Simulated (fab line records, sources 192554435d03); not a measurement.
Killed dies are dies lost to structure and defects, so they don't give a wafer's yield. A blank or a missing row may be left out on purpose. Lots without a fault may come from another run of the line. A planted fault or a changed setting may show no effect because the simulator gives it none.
fab line records | flow n5_finfet
record lots=6 wafers=18 last_day=18
route steps=1938 shown HKMG_FIN@444 BEOL_M4@1111 PASSIVATION@1936
lots that met no fault: from a run of the same line without faults
start_h: hours from the record's first day to the start of the lot's first wafer shown | wait_h: hours since the lot's step before | " the same as in the row above | L1.1+2: a row that stands for several wafers | - no value, or no start given | * or withheld: withheld | < > ~ a bound
route shown NAME@n: a module of which the file shows steps, and the number in the route of the first | usual: mean/standard deviation of fault-free wafers | same: alike in all rows | chamber/n: place in a boat | sites: the reading at each site | _std_site: their standard deviation | _edge_site: outer sites' mean less inner sites' | radius_mm: how far each site lies from the wafer's centre | mask NAME#n: copy n | behind: the tool/chamber that last shaped the wafer | hold: why the lot was held/for how many hours/how that ended | device: the transistor (n, p or np) that didn't switch | end of line: the same wafers' tests at the end of the route | a step without rows: its recipe alone | killed: dies lost to structure and defects at the first sort, not the wafer's yield | map: a wafer's dies, x killed, . not, _ none there
set.NAME: the setting as run; set.NAME@STEP: as run at that earlier step | model.NAME: the simulator's own value behind a step, which no gauge read
lots at some steps of the route; a table a step, a row a wafer
services: from which hour (start_h, from the record's first day; less than 0 if before it) a tool's chamber was out of use, for how many hours, and why
## steps
# step N5_HKMG_FIN_ETCH_86
# recipe chemistry=N2/H2 target=SOC target_depth_a=3932 stop_on=TiN ion_energy_ev=100 bias_w=61 pressure_mtorr=30 source_w=850 n2_flow_sccm=200 h2_flow_sccm=200
# step N5_HKMG_FIN_STRIP_89
# recipe chemistry=N2/H2 material=SOC time_s=20 power_w=500 temp_c=40 pressure_mtorr=50 rf_frequency_hz=6e+07 bias_power_w=8 h2_frac=0.5 n2_flow_sccm=300 h2_flow_sccm=300
# step N5_HKMG_FIN_WET_ETCH_87
# recipe chemistry=SC1 target=TiN mix=1:2:40 temp_c=50 time_s=154.2 target_depth_nm=4.7 dry=ipa_marangoni rinse_time_s=30 rinse_temp_c=23
# step N5_HKMG_FIN_STRIP_88
# recipe chemistry=N2/H2 power_w=2500 temp_c=300 h2_frac=0.65 time_s=360 pressure_mtorr=withheld n2_flow_sccm=1750 h2_flow_sccm=3250
# step N5_HKMG_FIN_NWFM_ALD_20
# recipe material=TiAlC target_thk_a=20 temp_c=300 ald_precursor_family=TiCl4 ald_co_reactant=TEA pulse_time_s=3 purge_time_s=2 co_reactant_purge_time_s=2 co_reactant_pulse_time_s=10 ald_cycles=7 pressure_torr=3
# usual ald_cycles=7/0 heater_power_w=497/39 precursor_pulse_height_rel=1.001/0.02
# columns lot.wafer tool chamber start_h wait_h ald_cycles heater_power_w precursor_pulse_height_rel
L781.2 ald_metal-02 1 102.39 0.3 7 448 1.004
L781.4 " 0 " " 7 503 0.993
L781.5 " 0 " " 7 512 0.995
L783.2 ald_metal-04 0 114.66 0.3 7 475 1.049
L783.3 " 3 " " 7 567 0.973
L783.6 " 2 " " 7 491 0.996
L795.1 ald_metal-04 1 185.91 0.3 7 468 1.020
L795.3 " 3 " " 7 572 0.988
L795.5 " 1 " " 7 479 1.021
L796.3 ald_metal-03 1 188.80 0.1 7 485 0.985
L796.4 " 2 " " 7 508 1.002
L796.6 " 3 " " 7 471 0.977
L797.3 ald_metal-02 2 200.00 0.1 7 468 0.996
L797.4 " 0 " " 7 504 0.978
L797.5 " 1 " " 7 441 1.015
L798.2 ald_metal-02 0 205.56 0.3 7 514 1.032
L798.4 " 1 " " 7 451 0.995
L798.6 " 0 " " 7 487 1.030
# step N5_HKMG_FIN_ALD_71
# recipe material=TiN target_thk_a=10 temp_c=400 ald_precursor_family=TiCl4 ald_co_reactant=NH3 pulse_time_s=1 purge_time_s=3 co_reactant_purge_time_s=2 co_reactant_pulse_time_s=2 ald_cycles=47 pressure_torr=3
# usual ald_cycles=47/0 heater_power_w=890/68 precursor_pulse_height_rel=1.001/0.019
# columns lot.wafer tool chamber start_h wait_h ald_cycles heater_power_w precursor_pulse_height_rel
L781.2 ald_metal-02 1 102.48 0.0 47 815 1.016
L781.4 " 0 " " 47 887 1.013
L781.5 " 0 " " 47 885 1.010
L783.2 ald_metal-04 0 114.76 0.0 47 844 0.967
L783.3 " 3 " " 47 1003 0.998
L783.6 " 2 " " 47 898 1.015
L795.1 ald_metal-04 1 186.01 0.0 47 828 0.994
L795.3 " 3 " " 47 1023 1.012
L795.5 " 1 " " 47 821 1.013
L796.3 ald_metal-03 1 188.90 0.0 47 855 1.016
L796.4 " 2 " " 47 899 0.973
L796.6 " 3 " " 47 865 1.013
L797.3 ald_metal-02 2 200.10 0.0 47 853 1.006
L797.4 " 0 " " 47 919 1.016
L797.5 " 1 " " 47 780 0.995
L798.2 ald_metal-02 0 205.66 0.0 47 904 1.054
L798.4 " 1 " " 47 809 0.975
L798.6 " 0 " " 47 914 0.993
# step N5_HKMG_FIN_COAT_66
# recipe resist=SOC temp_c=250 time_s=60 spin_rpm=1500 resist_thk_nm=300
# step N5_HKMG_FIN_ETCH_67
# recipe chemistry=N2/H2 target=SOC target_depth_a=3889 stop_on=TiN ion_energy_ev=100 bias_w=61 pressure_mtorr=30 source_w=850 n2_flow_sccm=200 h2_flow_sccm=200
# step N5_HKMG_FIN_STRIP_90
# recipe chemistry=N2/H2 material=SOC time_s=20 power_w=500 temp_c=40 pressure_mtorr=50 rf_frequency_hz=6e+07 bias_power_w=8 h2_frac=0.5 n2_flow_sccm=300 h2_flow_sccm=300
# usual drypump_motor_current_A=5.8/0.38 oes_product_au=0.77/0.089 rf_vpp_V=54.0/0.87 showerhead_plenum_p_Torr=3.37/0.13 throttle_valve_pct=18.9/0.38
# same time_s=20
# columns lot.wafer tool chamber start_h wait_h drypump_motor_current_A oes_product_au rf_hours_counter_h rf_vpp_V showerhead_plenum_p_Torr throttle_valve_pct
L781.2 rie_diel-05 0 102.88 0.0 6.6 0.84 77 55.5 3.55 19.1
L781.4 " 1 " " 5.6 0.72 - 54.1 3.21 18.9
L781.5 " 0 " " 6.6 0.84 - 54.5 3.55 19.1
L783.2 rie_diel-03 1 115.16 0.0 5.8 0.92 7 55.6 3.45 19.4
L783.3 " 0 " " 5.8 0.71 191 53.6 3.46 18.4
L783.6 " 2 " " 5.9 0.70 - 54.7 3.18 18.5
L795.1 rie_diel-03 1 186.74 0.0 5.8 0.87 32 54.8 3.44 19.5
L795.3 " 3 " " 5.5 0.93 21 53.6 3.26 18.8
L795.5 " 1 " " 5.8 0.87 - 53.0 3.44 19.5
L796.3 rie_diel-04 2 189.30 0.0 5.5 0.71 186 53.5 3.22 19.0
L796.4 " 0 " " 6.4 0.71 - 55.3 3.42 19.8
L796.6 " 1 " " 6.1 0.84 - 53.6 3.41 18.7
L797.3 rie_diel-03 2 200.50 0.0 5.9 0.68 244 52.9 3.16 18.6
L797.4 " 0 " " 5.8 0.69 - 54.4 3.45 18.5
L797.5 " 1 " " 5.8 0.86 - 53.5 3.44 19.5
L798.2 rie_diel-05 0 206.06 0.0 6.6 0.79 114 55.0 3.53 19.2
L798.4 " 2 " " 5.1 0.90 28 54.9 3.59 18.9
L798.6 " 0 " " 6.6 0.79 - 54.7 3.53 19.2
# step N5_HKMG_FIN_WET_ETCH_73
# recipe chemistry=SC1 mix=1:2:40 temp_c=50 time_s=42.3 target_depth_nm=1.3 dry=ipa_marangoni rinse_time_s=30 rinse_temp_c=23
# step N5_HKMG_FIN_ETCHBACK_68
# recipe chemistry=Cl2/Ar stop_on=HfO2 target_depth_a=5 pressure_mtorr=10 icp_w=600 bias_w=60 Cl2_flow_sccm=40 Ar_flow_sccm=60
# usual bias_w=59.98/0.17 drypump_motor_current_A=5.6/0.43 oes_product_au=0.73/0.14 throttle_valve_pct=20.8/0.4
# columns lot.wafer tool chamber start_h wait_h bias_w drypump_motor_current_A oes_product_au rf_hours_counter_h throttle_valve_pct
L781.2 rie_metal-01 1 103.04 0.0 60.19 5.1 0.58 124 21.3
L781.4 " 0 " " 60.04 5.0 0.77 - 20.4
L781.5 " 0 " " 59.95 5.0 0.78 - 20.4
L783.2 rie_metal-01 0 115.32 0.0 60.02 5.0 0.77 38 20.4
L783.3 " 1 " " 59.90 5.1 0.58 - 21.3
L783.6 " 1 " " 60.11 5.1 0.59 - 21.3
L795.1 rie_metal-03 1 186.90 0.0 60.01 5.3 0.75 46 21.0
L795.3 " 0 " " 60.12 5.6 0.89 - 21.3
L795.5 " 1 " " 60.06 5.3 0.75 - 21.0
L796.3 rie_metal-03 0 189.50 0.1 60.14 5.5 0.89 - 21.2
L796.4 " 1 " " 59.96 5.3 0.75 - 21.0
L796.6 " 1 " " 60.05 5.3 0.75 - 21.0
L797.3 rie_metal-02 0 200.70 0.1 60.33 6.0 0.90 - 20.3
L797.4 " 1 " " 59.95 6.1 0.59 - 21.2
L797.5 " 0 " " 60.24 6.0 0.90 - 20.3
L798.2 rie_metal-01 0 206.26 0.1 59.81 5.0 0.74 - 20.4
L798.4 " 0 " " 60.13 5.1 0.75 - 20.4
L798.6 " 0 " " 59.97 5.0 0.75 - 20.4
# step N5_HKMG_FIN_STRIP_69
# recipe chemistry=N2/H2 power_w=2500 temp_c=300 h2_frac=0.65 time_s=360 pressure_mtorr=withheld n2_flow_sccm=1750 h2_flow_sccm=3250
# step N5_HKMG_FIN_ALD_21
# recipe material=TiN target_thk_a=15 temp_c=400 ald_precursor_family=TiCl4 ald_co_reactant=NH3 pulse_time_s=1 purge_time_s=3 co_reactant_purge_time_s=2 co_reactant_pulse_time_s=2 ald_cycles=68 pressure_torr=3
# usual ald_cycles=68/0 heater_power_w=883/70 precursor_pulse_height_rel=1.001/0.021
# columns lot.wafer tool chamber start_h wait_h ald_cycles heater_power_w precursor_pulse_height_rel model.TiN_of_HKMG_FIN_ALD_21.thk_nm
L781.2 ald_metal-02 1 103.61 0.3 68 805 1.002 1.6
L781.4 " 2 " " 68 841 1.011 1.4
L781.5 " 0 " " 68 898 1.039 1.4
L783.2 ald_metal-03 1 115.84 0.3 68 872 1.026 1.4
L783.3 " 2 " " 68 897 1.028 1.4
L783.6 " 1 " " 68 860 1.012 1.6
L795.1 ald_metal-02 1 187.43 0.3 68 825 1.031 1.6
L795.3 " 2 " " 68 838 0.974 1.4
L795.5 " 1 " " 53 792 0.989 1.2
L796.3 ald_metal-02 2 189.99 0.1 68 852 1.003 1.4
L796.4 " 1 " " 53 774 1.010 1.2
L796.6 " 1 " " 53 790 1.027 1.2
L797.3 ald_metal-03 2 201.18 0.1 68 894 0.974 1.4
L797.4 " 0 " " 68 819 1.004 1.4
L797.5 " 2 " " 68 902 0.989 1.4
L798.2 ald_metal-03 1 207.07 0.3 68 855 1.027 1.6
L798.4 " 3 " " 68 852 0.983 1.6
L798.6 " 1 " " 68 847 0.995 1.6
# step N5_HKMG_FIN_ALD_72
# recipe material=W target_thk_a=20 temp_c=300 pressure_torr=7.5 ald_precursor_family=WF6 ald_co_reactant=B2H6 pulse_time_s=1 purge_time_s=2 co_reactant_purge_time_s=2 co_reactant_pulse_time_s=3 ald_cycles=7
# usual ald_cycles=7/0 heater_power_w=504/73 precursor_pulse_height_rel=1.000/0.019
# columns lot.wafer tool chamber start_h wait_h ald_cycles heater_power_w precursor_pulse_height_rel
L781.2 cvd_w-02 1 103.98 0.2 7 513 1.011
L781.4 " 0 " " 7 586 1.005
L781.5 " 1 " " 7 500 1.026
L783.2 cvd_w-02 1 116.20 0.2 7 506 1.006
L783.3 " 0 " " 7 598 1.007
L783.6 " 1 " " 7 507 1.011
L795.1 cvd_w-01 1 187.79 0.2 7 371 0.982
L795.3 " 0 " " 7 496 1.006
L795.5 " 0 " " 7 501 0.963
L796.3 cvd_w-02 0 190.37 0.2 7 581 0.982
L796.4 " 1 " " 7 503 1.005
L796.6 " 0 " " 7 570 0.998
L797.3 cvd_w-02 0 201.59 0.2 7 578 0.997
L797.4 " 0 " " 7 563 1.008
L797.5 " 0 " " 7 584 1.016
L798.2 cvd_w-02 1 207.43 0.2 7 490 0.986
L798.4 " 1 " " 7 497 1.033
L798.6 " 1 " " 7 503 0.995
# step N5_BEOL_M4_RC_MEAS_101
# usual DIBL_N=36.5/1.8 DIBL_P=36.5/2.1 IOFF_N=0.17/0.031 IOFF_P=0.22/0.036 ION_N=677/11 ION_P=463/8 SS_N=71.6/0.61 SS_P=73.3/0.63 VT_N=249/3.1 VT_P=-250/3.3
# columns lot.wafer tool chamber start_h wait_h DIBL_N[mV/V] DIBL_P[mV/V] IOFF_N[nA/um] IOFF_P[nA/um] ION_N[uA/um] ION_P[uA/um] SS_N[mV/dec] SS_P[mV/dec] VT_N[mV] VT_P[mV]
L781.2 prober-01 0 189.63 0.2 33.7 32.9 0.11 0.16 671 462 70.7 72.9 255 -256
L781.4 " 0 " " 37.3 36.3 0.16 0.20 679 460 71.9 73.5 249 -250
L781.5 " 0 " " 35.8 35.9 0.14 0.19 685 463 71.2 73.6 252 -251
L783.2 prober-02 0 212.41 0.2 38.8 40.8 0.22 0.30 697 477 72.2 74.5 243 -243
L783.3 " 0 " " 34.9 35.1 0.14 0.18 677 463 71.1 72.5 252 -249
L783.6 " 0 " " 36.1 37.0 0.16 0.21 683 469 71.5 73.2 248 -251
L796.3 prober-02 0 274.69 0.3 35.1 35.4 0.16 0.24 679 476 71.7 71.9 248 -245
L796.4 " 0 " " 36.8 37.8 0.19 0.28 698 484 71.9 73.7 244 -242
L796.6 " 0 " " 38.2 40.1 0.24 0.35 709 494 72.1 73.6 243 -240
L795.1 prober-02 0 277.34 0.0 40.0 39.8 0.21 0.25 674 458 72.4 74.4 246 -246
L795.3 " 0 " " 36.5 34.6 0.13 0.19 649 454 71.9 72.9 254 -251
L795.5 " 0 " " 38.7 38.6 0.17 0.23 680 468 72.4 73.4 249 -248
L797.3 prober-01 0 306.55 0.3 37.1 39.2 0.17 0.23 672 467 72.3 74.3 251 -252
L797.4 " 0 " " 33.4 34.9 0.12 0.18 671 459 70.6 73.5 251 -253
L797.5 " 0 " " 32.7 33.4 0.10 0.15 654 449 70.1 72.2 256 -256
L798.2 prober-02 0 309.22 0.2 34.6 35.8 0.16 0.22 682 470 71.6 72.5 250 -248
L798.4 " 0 " " 32.1 32.2 0.11 0.17 672 471 70.5 72.7 251 -250
L798.6 " 0 " " 32.7 32.7 0.12 0.18 651 462 70.2 72.6 252 -247
# step N5_PASSIVATION_PROBE_49
# usual defect_limited_yield=91.4/1.5 killed_at_M0_to_M3=35/11 killed_at_M4_up=16/7 killed_at_contacts=11/5.3 killed_at_front_end=37/11 killed_at_other=3.1/2.8 killed_dies=102/18 killed_open=69/15 killed_short=31/7.8 sort_bin_5_function=5.1/1.1 sort_bin_6_memory=3.2/0.69 sort_n_pass=1078/18 sort_yield_pct=91.4/1.5
# same gross_dies=1180 killed_at_back_side=0 sort_bin_4_leakage[%]=0 sort_bin_8_speed[%]=0
# columns lot.wafer tool chamber start_h wait_h defect_limited_yield[%] killed_at_M0_to_M3 killed_at_M4_up killed_at_contacts killed_at_front_end killed_at_other killed_dies killed_open killed_short sort_bin_5_function[%] sort_bin_6_memory[%] sort_n_pass sort_yield_pct[%]
L783.2 prober-02 - 318.13 0.1 93.4 24 5 12 33 4 78 52 24 3.4 2.8 1102 93.4
L783.3 prober-02 - 318.18 0.1 92.0 31 17 8 38 0 94 61 29 4.1 3.4 1086 92.0
L783.6 prober-02 - 318.33 0.3 92.2 27 16 14 35 0 92 67 25 4.5 3.0 1088 92.2
L798.2 prober-01 - 425.03 0.1 91.2 26 22 11 44 1 104 75 28 4.6 4.2 1076 91.2
L798.4 prober-01 - 425.13 0.2 90.5 25 15 13 57 2 112 86 25 6.0 3.1 1068 90.5
L798.6 prober-01 - 425.23 0.3 90.2 30 16 15 51 4 116 78 38 6.1 3.3 1064 90.2
# killed by level:class
L783.2 BEOL_M0_SAQP:geometric_particle:open=13 MOL_CONTACT_COAG:geometric_particle:open=10 STI_FIN_REVEAL:geometric_particle:open=6 FIN_SAQP:geometric_particle:open=5 FIN_SAQP:geometric_particle:short=4 STI_FIN_REVEAL:geometric_particle:short=4 GATE_CUT:geometric_particle:short=3 BEOL_M0_SAQP:geometric_particle:short=3
L783.3 BEOL_M1:geometric_particle:open=11 FIN_SAQP:geometric_particle:open=10 BEOL_M0_SAQP:geometric_particle:open=9 FIN_SAQP:geometric_particle:short=7 BEOL_M0_SAQP:geometric_particle:short=6 MOL_CONTACT_COAG:geometric_particle:open=5 STI_FIN_REVEAL:geometric_particle:open=4 HKMG_FIN:area_etch=4
L783.6 FIN_SAQP:geometric_particle:open=10 BEOL_M1:geometric_particle:open=8 MOL_CONTACT_COAG:geometric_particle:short=7 STI_FIN_REVEAL:geometric_particle:open=7 MOL_CONTACT_COAG:geometric_particle:open=7 BEOL_M4:geometric_particle:open=7 BEOL_M3:geometric_particle:open=4 STARTING-WAFER:geometric_particle:open=4
L798.2 STI_FIN_REVEAL:geometric_particle:open=12 MOL_CONTACT_COAG:geometric_particle:open=10 FIN_SAQP:geometric_particle:open=8 BEOL_M0_SAQP:geometric_particle:short=7 BEOL_M0_SAQP:geometric_particle:open=6 BEOL_M4:geometric_particle:open=6 BEOL_M5:geometric_particle:open=6 FIN_SAQP:geometric_particle:short=5
L798.4 FIN_SAQP:geometric_particle:open=22 MOL_CONTACT_COAG:geometric_particle:open=12 STI_FIN_REVEAL:geometric_particle:open=11 BEOL_M2:geometric_particle:open=9 BEOL_M0_SAQP:geometric_particle:open=8 DUMMY_GATE:geometric_particle:open=5 STI_FIN_REVEAL:geometric_particle:short=4 ILD0:geometric_particle:short=4
L798.6 STI_FIN_REVEAL:geometric_particle:open=16 BEOL_M0_SAQP:geometric_particle:short=16 MOL_CONTACT_COAG:geometric_particle:open=14 FIN_SAQP:geometric_particle:open=9 FIN_SAQP:geometric_particle:short=8 BEOL_M0_SAQP:geometric_particle:open=5 STI_FIN_REVEAL:geometric_particle:short=4 BEOL_M1:geometric_particle:open=4
## services
# columns tool chamber start_h hours kind
rie_diel-03 1 79.73 - clean
rie_diel-03 1 79.73 - consumable_replace:focus_ring
rie_diel-03 1 79.73 17.7 scheduled_down
rie_diel-03 1 79.73 17.7 vent_cycle
rie_diel-05 2 91.55 11.1 repair
rie_diel-03 3 102.45 - clean
rie_diel-03 3 102.45 - consumable_replace:focus_ring
rie_diel-03 3 102.45 19.2 scheduled_down
ald_metal-04 - 115.48 0.6 repair
rie_diel-03 - 118.04 2.8 pm
rie_diel-04 2 122.02 1.8 repair
cvd_w-01 - 127.09 1.6 repair
cvd_w-02 1 154.68 12.9 repair
cvd_w-02 - 156.83 6.0 pm
cvd_w-01 1 160.62 2.1 repair
ald_metal-04 - 165.07 2.8 pm
rie_diel-05 0 166.50 3.8 repair
ald_metal-04 2 168.13 28.5 repair
rie_diel-05 3 168.28 4.5 repair
ald_metal-03 - 169.56 1.2 pm
ald_metal-03 - 174.16 14.6 pm
cvd_w-01 - 188.00 0.3 repair
cvd_w-02 1 196.92 10.5 repair
rie_diel-03 3 197.84 8.7 repair
## key
first_sign step=N5_HKMG_FIN_ALD_21 reading=ald_cycles direction=down sigmas=99+ usual=* struck=*
effect none on later readings
model_effect step=N5_HKMG_FIN_ALD_21 value=TiN_of_HKMG_FIN_ALD_21.thk_nm without=1.533 struck=1.2
met_at N5_HKMG_FIN_ALD_21
struck_wafers L795.5,L796.4,L796.6
onset_between 103.61 187.43
fault kind=process_parameter_drift tool=ald_metal-02 chamber=- onset_h=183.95 steps=N5_HKMG_FIN_ALD_21 channel=ald_cycles offset=* shape=step end_h=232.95 scope=struck_wafers_only acts_in=* stated=*
